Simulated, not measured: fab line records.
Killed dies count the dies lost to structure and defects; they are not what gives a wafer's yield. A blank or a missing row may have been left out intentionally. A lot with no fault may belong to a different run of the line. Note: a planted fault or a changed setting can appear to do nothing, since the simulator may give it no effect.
The same fault as seen by 2 desks | flow n5-finfet | what lay behind the numbers comes last; until then each desk has only its own

== AT THE METROLOGY DESK ==
Means of the sampled wafers that have a number, per lot and without regard to the tool the lot ran on: this is what the gauges read. The brackets show how far a lot's mean lies from the usual mean; more than 4 standard deviations puts the lot out of limits, marked OUT.
Columns: A = M5_ILD_THK at N5_BEOL_M5_THK_MEAS_01, usual 121.2 nm
lot  | first seen here | A
L833 | day 8 17:05     | 120.6
L832 | day 8 19:43     | 122.1
L834 | day 8 22:36     | 119.8
L836 | day 9 14:19     | 121.7
L837 | day 9 23:47     | 120.0
L838 | day 10 03:18    | 122.0
L841 | day 10 23:54    | 121.0
L840 | day 11 06:19    | 119.5
L846 | day 12 02:59    | 120.2
L851 | day 13 14:11    | 121.1
L852 | day 13 21:51    | 122.3
Finding of this desk: none of the 11 lots has anything out of limits.

== DESK OF THE TOOL OWNER: litho-track-04 ==
The tool's own readings at N5_BEOL_M5_COAT_65 (time 60 s, resist thk 60 nm): means of the sampled wafers that have a number, for each lot that ran on this tool. The brackets show how far a lot's mean lies from the usual mean; more than 4 standard deviations puts the lot out of limits, marked OUT.
Columns: A = dispense-pressure-kPa at N5_BEOL_M5_COAT_65, usual 53 kPa; B = spin-speed-rpm at N5_BEOL_M5_COAT_65, usual 1500.0 rpm
lot  | first seen here | A  | B
L832 | day 8 23:54     | 47 | 1500.6
L834 | day 9 04:10     | 47 | 1500.0
L837 | day 10 02:29    | 47 | 1363.0 (-99 or more) OUT
L838 | day 10 06:49    | 47 | 1363.2 (-99 or more) OUT
This desk's verdict: out of limits on L837, L838, starting with L837 at day 10 02:29 (spin-speed-rpm at N5_BEOL_M5_COAT_65). L832, L834 stayed within limits.

== TAKEN TOGETHER ==
On L837, L838, at day 10 02:29, an alarm was possible from the tool owner's desk.
At the metrology desk, nothing out of limits was observed.
The metrology desk has L837, L838 on record, within its limits.
On litho-track-04, each named lot ran N5_BEOL_M5_COAT_65.

== WHAT THE SIMULATOR PUT IN ==
Process parameters drifting: litho-track-04 at N5_BEOL_M5_COAT_65, beginning at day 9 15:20. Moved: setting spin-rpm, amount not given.
Shown lots that were struck: L837, L838.
Each desk's first reading out of limits, in hours after the fault started: the tool owner's desk, 11.
